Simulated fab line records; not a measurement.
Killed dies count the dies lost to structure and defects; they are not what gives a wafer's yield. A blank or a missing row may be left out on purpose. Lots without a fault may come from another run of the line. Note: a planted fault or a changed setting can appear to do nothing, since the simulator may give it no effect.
Which of the tools did it? -- flow nandHarc -- 72 wafers from 24 lots sampled at 6 of the route's 1302 steps

WHAT THE GAUGES SHOWED, per wafer
The record holds no reading of a measuring or inspecting step that can be judged against a usual standard deviation.

WHICH TOOL RAN EACH LOT (tool, then ch and the chambers of the sampled wafers, then the start)
lot,NHARC_A_CONTACT_ETCH_126,NHARC_A_CONTACT_ETCH_132,NHARC_A_CONTACT_DESCUM_13,NHARC_A_CONTACT_ETCH_110,NHARC_A_CONTACT_CVD_19,NHARC_A_CONTACT_CMP_20
L075,"harCapEtch-02 ch 0, day 22 09:33","harCapEtch-02 ch 0, day 22 10:37","rieDiel-02 ch 0,1,2, day 22 15:16","rieDiel-05 ch 0,1,3, day 22 18:57","cvdW-02 ch 0, day 22 20:41 or earlier","cmp-02 ch 0,1,3, day 22 20:41"
L074,"harCapEtch-01 ch 0,1, day 22 15:17","harCapEtch-01 ch 0,1, day 22 16:20","rieDiel-05 ch 0,1, day 22 23:05","rieDiel-02 ch 2,3, day 23 02:41","cvdW-02 ch 0,1, day 23 04:25 or earlier","cmp-03 ch 0,1, day 23 04:25"
L076,"harCapEtch-02 ch 0, day 22 15:23","harCapEtch-02 ch 0, day 22 16:26","rieDiel-02 ch 0,1,3, day 22 22:43","rieDiel-05 ch 0,3, day 23 02:29","cvdW-01 ch 0,1, day 23 04:13 or earlier","cmp-01 ch 0,3, day 23 04:13"
L077,"harCapEtch-01 ch 0,1, day 22 19:14","harCapEtch-01 ch 0,1, day 22 20:17","rieDiel-13 ch 0,1,2, day 23 02:02","rieDiel-05 ch 0,1,2, day 23 05:36","cvdW-02 ch 0, day 23 07:20 or earlier","cmp-03 ch 0,1,3, day 23 07:20"
L078,"harCapEtch-02 ch 0,1, day 23 09:44","harCapEtch-02 ch 0,1, day 23 10:47","rieDiel-13 ch 1,2,3, day 23 17:08","rieDiel-13 ch 0,2,3, day 23 20:58","cvdW-02 ch 0, day 23 23:27 or earlier","cmp-02 ch 1,2, day 23 23:27"
L079,"harCapEtch-03 ch 0,1, day 23 12:50","harCapEtch-03 ch 0,1, day 23 14:01","rieDiel-13 ch 0,1,2, day 23 22:04","rieDiel-05 ch 0,1,3, day 24 02:05","cvdW-02 ch 0, day 24 05:04 or earlier","cmp-01 ch 0,1,3, day 24 05:04"
L080,"harCapEtch-01 ch 0,1, day 24 02:39","harCapEtch-01 ch 0,1, day 24 03:43","rieDiel-13 ch 1,2, day 24 13:26","rieDiel-13 ch 2,3, day 24 16:56","cvdW-01 ch 0,1, day 24 18:44 or earlier","cmp-03 ch 0,1,3, day 24 18:44"
L082,"harCapEtch-02 ch 0,1, day 25 01:53","harCapEtch-02 ch 0,1, day 25 02:57","rieDiel-05 ch 1,3, day 25 09:18","rieDiel-13 ch 1,3, day 25 13:01","cvdW-01 ch 1, day 25 14:50 or earlier","cmp-03 ch 0,1,2, day 25 14:50"
L081,"harCapEtch-01 ch 0,1, day 25 07:39","harCapEtch-01 ch 0,1, day 25 08:43","rieDiel-13 ch 1,2, day 25 13:38","rieDiel-13 ch 1,2,3, day 25 17:09","cvdW-01 ch 0,1, day 25 18:56 or earlier","cmp-02 ch 2,3, day 25 18:56"
L083,"harCapEtch-01 ch 0,1, day 25 15:18","harCapEtch-01 ch 0,1, day 25 16:21","rieDiel-13 ch 0,2,3, day 25 21:14","rieDiel-13 ch 0,2,3, day 26 00:44","cvdW-01 ch 0,1, day 26 02:32 or earlier","cmp-03 ch 0,1, day 26 02:32"
L085,"harCapEtch-01 ch 0,1, day 27 03:32","harCapEtch-01 ch 0,1, day 27 04:37","rieDiel-02 ch 1,2,3, day 27 09:28","rieDiel-02 ch 1,2,3, day 27 13:16","cvdW-01 ch 0,1, day 27 15:04 or earlier","cmp-02 ch 0,1,3, day 27 15:04"
L084,"harCapEtch-02 ch 0,1, day 27 06:00","harCapEtch-02 ch 0,1, day 27 07:04","rieDiel-02 ch 2,3, day 27 13:34","rieDiel-02 ch 0,3, day 27 17:04","cvdW-01 ch 1, day 27 18:49 or earlier","cmp-01 ch 0,2,3, day 27 18:49"
L086,"harCapEtch-03 ch 0,1, day 27 11:19","harCapEtch-03 ch 0,1, day 27 12:43","rieDiel-13 ch 0,1,3, day 27 17:48","rieDiel-13 ch 0,2,3, day 27 21:48","cvdW-01 ch 0,1, day 27 23:35 or earlier","cmp-02 ch 0,2,3, day 27 23:35"
L087,"harCapEtch-02 ch 0,1, day 27 14:11","harCapEtch-02 ch 0,1, day 27 15:14","rieDiel-05 ch 0,3, day 27 21:21","rieDiel-13 ch 1,2,3, day 28 00:49","cvdW-02 ch 0,1, day 28 02:34 or earlier","cmp-03 ch 2,3, day 28 02:34"
L090,"harCapEtch-02 ch 0,1, day 28 19:52","harCapEtch-02 ch 0,1, day 28 20:55","rieDiel-05 ch 0,1,3, day 29 02:26","rieDiel-13 ch 0,3, day 29 06:19","cvdW-02 ch 0,1, day 29 08:07 or earlier","cmp-03 ch 1,3, day 29 08:07"
L091,"harCapEtch-03 ch 0,1, day 28 23:06","harCapEtch-03 ch 0,1, day 29 00:30","rieDiel-13 ch 0,1,2, day 29 07:38","rieDiel-02 ch 0,2, day 29 11:05","cvdW-02 ch 0,1, day 29 12:55 or earlier","cmp-01 ch 0,1,2, day 29 12:55"
L088,"harCapEtch-01 ch 0, day 29 00:09","harCapEtch-01 ch 0, day 29 01:13","rieDiel-13 ch 0,1,2, day 29 08:10","rieDiel-13 ch 0,1, day 29 11:58","cvdW-01 ch 0,1, day 29 13:43 or earlier","cmp-03 ch 0,1, day 29 13:43"
L089,"harCapEtch-02 ch 0,1, day 29 03:11","harCapEtch-02 ch 0,1, day 29 04:14","rieDiel-13 ch 0,1, day 29 10:17","rieDiel-13 ch 0,2,3, day 29 13:46","cvdW-01 ch 1, day 29 15:31 or earlier","cmp-01 ch 1,2, day 29 15:31"
L092,"harCapEtch-01 ch 0,1, day 29 21:07","harCapEtch-01 ch 0,1, day 29 22:10","rieDiel-02 ch 0,3, day 30 02:58","rieDiel-02 ch 1,3, day 30 07:11","cvdW-01 ch 0,1, day 30 08:56 or earlier","cmp-02 ch 1,2, day 30 08:56"
L094,"harCapEtch-01 ch 0,1, day 30 00:40","harCapEtch-01 ch 0,1, day 30 01:44","rieDiel-02 ch 0,2,3, day 30 07:09","rieDiel-05 ch 1,2,3, day 30 11:05","cvdW-02 ch 0,1, day 30 12:52 or earlier","cmp-03 ch 1,2, day 30 12:52"
L093,"harCapEtch-03 ch 0,1, day 30 01:19","harCapEtch-03 ch 0,1, day 30 02:23","rieDiel-05 ch 0,3, day 30 08:38","rieDiel-13 ch 0,1,2, day 30 12:17","cvdW-01 ch 0,1, day 30 14:03 or earlier","cmp-01 ch 1,2, day 30 14:03"
L096,"harCapEtch-02 ch 0, day 30 07:36","harCapEtch-02 ch 0, day 30 08:40","rieDiel-13 ch 0,1,3, day 30 13:25","rieDiel-13 ch 0,1,2, day 30 16:58","cvdW-02 ch 0,1, day 30 18:44 or earlier","cmp-02 ch 1,2,3, day 30 18:44"
L095,"harCapEtch-02 ch 0,1, day 30 11:08","harCapEtch-02 ch 0,1, day 30 12:12","rieDiel-05 ch 0,3, day 30 16:52","rieDiel-05 ch 1,2,3, day 30 20:28","cvdW-01 ch 0,1, day 30 22:17 or earlier","cmp-01 ch 0,1,2, day 30 22:17"
L097,"harCapEtch-03 ch 0,1, day 31 17:16","harCapEtch-03 ch 0,1, day 31 18:19","rieDiel-13 ch 0,1,3, day 31 23:10","rieDiel-05 ch 0,3, day 32 02:41","cvdW-01 ch 0,1, day 32 04:30 or earlier","cmp-02 ch 1,2,3, day 32 04:30"
- NHARC_A_CONTACT_ETCH_126: etches the open film in C4F8/O2/Ar, time 197 s, target depth 1918 nm.
- NHARC_A_CONTACT_ETCH_132: etches the open film in C4F8/O2/Ar, time 197 s, target depth 1924 nm.
- NHARC_A_CONTACT_DESCUM_13: chemistry O2, time 3 s.
- NHARC_A_CONTACT_ETCH_110: etches the open film in CF4/O2, target depth 60 nm, overetch 6 nm, time 33 s.
- NHARC_A_CONTACT_CVD_19: deposits W, target thk 300 nm, time 802 s.
- NHARC_A_CONTACT_CMP_20: polishes, t overpolish 30 s, target thk 300 nm.

AS READ BY THE TOOLS THEMSELVES (means over the sampled wafers that have a number; for cases with no such wafer, the mark the record gives instead)
NHARC_A_CONTACT_ETCH_126. Usual: chamberPressureMTorr 19.999 mTorr, standard deviation 0.018.
lot,tool,chamberPressureMTorr (mTorr),flag
L075,harCapEtch-02,19.985,
L074,harCapEtch-01,20.001,
L076,harCapEtch-02,20.023,
L077,harCapEtch-01,19.980,
L078,harCapEtch-02,20.001,
L079,harCapEtch-03,19.988,
L080,harCapEtch-01,19.997,
L082,harCapEtch-02,19.992,
L081,harCapEtch-01,20.013,
L083,harCapEtch-01,19.998,
L085,harCapEtch-01,19.995,
L084,harCapEtch-02,19.989,
L086,harCapEtch-03,20.001,
L087,harCapEtch-02,20.005,
L090,harCapEtch-02,20.006,
L091,harCapEtch-03,20.007,
L088,harCapEtch-01,19.999,
L089,harCapEtch-02,20.002,
L092,harCapEtch-01,20.009,
L094,harCapEtch-01,20.002,
L093,harCapEtch-03,19.984,
L096,harCapEtch-02,20.012,
L095,harCapEtch-02,20.011,
L097,harCapEtch-03,19.982,

NHARC_A_CONTACT_ETCH_132. Usual: chamberPressureMTorr 19.999 mTorr, standard deviation 0.022.
lot,tool,chamberPressureMTorr (mTorr),flag
L075,harCapEtch-02,19.946,
L074,harCapEtch-01,20.014,
L076,harCapEtch-02,19.992,
L077,harCapEtch-01,19.994,
L078,harCapEtch-02,20.010,
L079,harCapEtch-03,20.003,
L080,harCapEtch-01,20.002,
L082,harCapEtch-02,19.990,
L081,harCapEtch-01,20.012,
L083,harCapEtch-01,20.009,
L085,harCapEtch-01,19.969,
L084,harCapEtch-02,20.010,
L086,harCapEtch-03,19.999,
L087,harCapEtch-02,19.996,
L090,harCapEtch-02,19.992,
L091,harCapEtch-03,20.010,
L088,harCapEtch-01,20.010,
L089,harCapEtch-02,20.001,
L092,harCapEtch-01,20.007,
L094,harCapEtch-01,20.014,
L093,harCapEtch-03,19.995,
L096,harCapEtch-02,19.990,
L095,harCapEtch-02,19.990,
L097,harCapEtch-03,20.000,

NHARC_A_CONTACT_DESCUM_13. Usual: chamberPressureMTorr 60.00 mTorr, standard deviation 0.055; drypumpMotorCurrentA 5.5 A, standard deviation 0.51; oesProductAu 1.001 a.u., standard deviation 0.011; rfVppV 57.8 V, standard deviation 0.86; showerheadPlenumPTorr 1.94 Torr, standard deviation 0.051; throttleValvePct 11.311 %, standard deviation 0.0092.
lot,tool,chamberPressureMTorr (mTorr),drypumpMotorCurrentA (A),oesProductAu (a.u.),rfVppV (V),showerheadPlenumPTorr (Torr),throttleValvePct (%),flag
L075,rieDiel-02,60.02,5.6,0.989,57.7,1.97,11.310,
L074,rieDiel-05,60.05,4.7,0.994,58.3,1.93,11.312,
L076,rieDiel-02,59.99,5.3,0.991,57.7,1.94,11.323,
L077,rieDiel-13,60.00,6.0,1.016,57.7,1.95,11.310,
L078,rieDiel-13,60.02,5.8,1.005,57.5,1.97,11.312,
L079,rieDiel-13,60.00,6.0,1.006,58.1,1.95,11.314,
L080,rieDiel-13,59.98,6.1,1.001,58.1,1.96,11.310,
L082,rieDiel-05,60.04,5.1,0.992,58.2,1.90,11.312,
L081,rieDiel-13,59.98,6.1,1.005,57.7,1.96,11.311,
L083,rieDiel-13,60.05,5.7,1.005,57.1,1.95,11.313,
L085,rieDiel-02,59.96,5.6,0.994,57.0,1.91,11.313,
L084,rieDiel-02,60.03,5.3,0.991,56.9,1.85,11.314,
L086,rieDiel-13,59.98,5.7,1.001,58.6,1.93,11.314,
L087,rieDiel-05,60.03,5.0,1.000,58.7,1.99,11.312,
L090,rieDiel-05,60.02,5.0,1.000,57.9,1.94,11.315,
L091,rieDiel-13,59.98,5.9,1.018,57.4,1.94,11.317,
L088,rieDiel-13,59.99,6.0,1.000,58.2,1.94,11.310,
L089,rieDiel-13,60.01,5.9,1.006,57.2,1.92,11.305,
L092,rieDiel-02,60.03,5.0,1.001,56.7,1.87,11.304,
L094,rieDiel-02,59.98,5.2,0.998,57.9,1.89,11.312,
L093,rieDiel-05,60.01,5.4,1.005,57.2,1.95,11.303,
L096,rieDiel-13,60.04,5.7,0.995,58.3,1.93,11.313,
L095,rieDiel-05,59.96,5.0,1.000,57.4,1.98,11.316,
L097,rieDiel-13,59.96,5.7,0.995,57.6,1.93,11.310,

NHARC_A_CONTACT_ETCH_110. Usual: chamberPressureMTorr 30.00 mTorr, standard deviation 0.038; drypumpMotorCurrentA 5.5 A, standard deviation 0.52; oesProductAu 0.999 a.u., standard deviation 0.011; rfVppV 198.1 V, standard deviation 1.1; showerheadPlenumPTorr 1.35 Torr, standard deviation 0.035; throttleValvePct 13.397 %, standard deviation 0.0092.
lot,tool,chamberPressureMTorr (mTorr),drypumpMotorCurrentA (A),oesProductAu (a.u.),rfVppV (V),showerheadPlenumPTorr (Torr),throttleValvePct (%),flag
L075,rieDiel-05,30.01,5.1,0.991,198.2,1.36,13.400,
L074,rieDiel-02,30.01,5.5,1.001,197.2,1.32,13.397,
L076,rieDiel-05,30.00,5.4,0.993,198.7,1.37,13.404,
L077,rieDiel-05,30.02,5.1,0.988,198.4,1.36,13.400,
L078,rieDiel-13,30.02,5.7,1.017,197.3,1.36,13.391,
L079,rieDiel-05,30.00,5.0,0.989,198.2,1.36,13.395,
L080,rieDiel-13,30.00,5.7,1.005,198.3,1.38,13.387,
L082,rieDiel-13,30.03,5.8,1.005,198.2,1.36,13.402,
L081,rieDiel-13,30.00,5.8,1.009,198.5,1.37,13.405,
L083,rieDiel-13,29.99,5.6,1.003,198.0,1.36,13.407,
L085,rieDiel-02,29.98,5.6,0.984,197.3,1.33,13.394,
L084,rieDiel-02,29.99,5.0,0.993,197.6,1.30,13.395,
L086,rieDiel-13,30.01,5.7,1.008,198.6,1.36,13.398,
L087,rieDiel-13,30.00,5.7,1.011,198.1,1.37,13.406,
L090,rieDiel-13,30.00,5.6,1.006,197.9,1.34,13.388,
L091,rieDiel-02,30.01,5.2,0.999,198.2,1.36,13.396,
L088,rieDiel-13,30.00,5.9,1.005,196.9,1.34,13.402,
L089,rieDiel-13,29.99,5.7,1.004,199.2,1.36,13.397,
L092,rieDiel-02,29.97,5.4,0.993,197.3,1.31,13.395,
L094,rieDiel-05,30.01,5.5,1.001,197.4,1.32,13.402,
L093,rieDiel-13,30.02,6.0,0.995,198.0,1.36,13.400,
L096,rieDiel-13,29.98,5.9,1.002,198.9,1.36,13.393,
L095,rieDiel-05,30.01,5.5,0.996,197.4,1.32,13.399,
L097,rieDiel-05,30.04,5.0,0.998,198.2,1.38,13.398,

NHARC_A_CONTACT_CVD_19. Usual: heaterPowerW 440 W, standard deviation 23; throttleValvePct 7.80 %, standard deviation 0.22.
lot,tool,heaterPowerW (W),throttleValvePct (%),flag
L075,cvdW-02,406,7.94,
L074,cvdW-02,428,7.82,
L076,cvdW-01,464,7.63,
L077,cvdW-02,414,8.22,
L078,cvdW-02,412,8.07,
L079,cvdW-02,413,8.11,
L080,cvdW-01,448,7.66,
L082,cvdW-01,438,7.79,
L081,cvdW-01,456,7.70,
L083,cvdW-01,459,7.67,
L085,cvdW-01,446,7.84,
L084,cvdW-01,430,7.63,
L086,cvdW-01,451,7.85,
L087,cvdW-02,420,7.88,
L090,cvdW-02,413,7.94,
L091,cvdW-02,417,7.92,
L088,cvdW-01,450,7.63,
L089,cvdW-01,432,7.73,
L092,cvdW-01,465,7.59,
L094,cvdW-02,427,7.68,
L093,cvdW-01,458,7.73,
L096,cvdW-02,421,7.84,
L095,cvdW-01,459,7.72,
L097,cvdW-01,475,7.69,

NHARC_A_CONTACT_CMP_20. Usual: motorCurrentA 12.6 A, standard deviation 1.6; overpolishRunS 30.000 s, standard deviation 0.0093; retainingRingPressureFrac 1.000, standard deviation 0.0051; timeToEndpointS 60 s, standard deviation 3.4.
lot,tool,motorCurrentA (A),overpolishRunS (s),retainingRingPressureFrac,timeToEndpointS (s),flag
L075,cmp-02,13.5,30.004,1.004,63,
L074,cmp-03,14.2,30.009,1.002,57,
L076,cmp-01,13.1,29.991,0.995,61,
L077,cmp-03,13.3,30.006,0.998,62,
L078,cmp-02,11.6,30.004,1.003,60,
L079,cmp-01,12.3,29.990,1.005,57,
L080,cmp-03,13.0,30.006,0.998,61,
L082,cmp-03,13.1,29.994,1.003,60,
L081,cmp-02,12.2,30.001,1.000,61,
L083,cmp-03,14.1,29.999,1.000,62,
L085,cmp-02,13.6,30.008,1.001,63,
L084,cmp-01,13.0,29.986,1.000,58,
L086,cmp-02,12.5,30.001,1.002,59,
L087,cmp-03,11.6,29.996,0.999,59,
L090,cmp-03,11.0,29.993,1.002,58,
L091,cmp-01,12.2,30.000,0.994,57,
L088,cmp-03,12.9,29.996,0.995,55,
L089,cmp-01,11.2,29.996,0.998,58,
L092,cmp-02,11.6,30.003,0.998,63,
L094,cmp-03,11.6,30.004,1.005,59,
L093,cmp-01,11.0,29.993,1.004,61,
L096,cmp-02,12.3,30.009,0.997,62,
L095,cmp-01,12.3,30.003,0.996,57,
L097,cmp-02,12.3,30.000,0.998,61,

THE ANSWER, worked out from the rows above alone
Rule: take the mean of a lot's wafers that have a number; if it is more than 3 standard deviations from the usual mean, the lot is off. Also off: a lot with no number at a reading for which 4 or more lots have one. Any other lot the step has rows for is counted as sound. The gauges are gone through in route order, then the tools' own readings, and for those a lot's mean is taken as printed above. The first step at which some lot is off is used, and at that step the reading that is off furthest; a lot without a number counts as furthest.
No lot is off at any reading shown: from this, nothing can be told.

WHAT HAD BEEN PUT IN BY THE SIMULATOR
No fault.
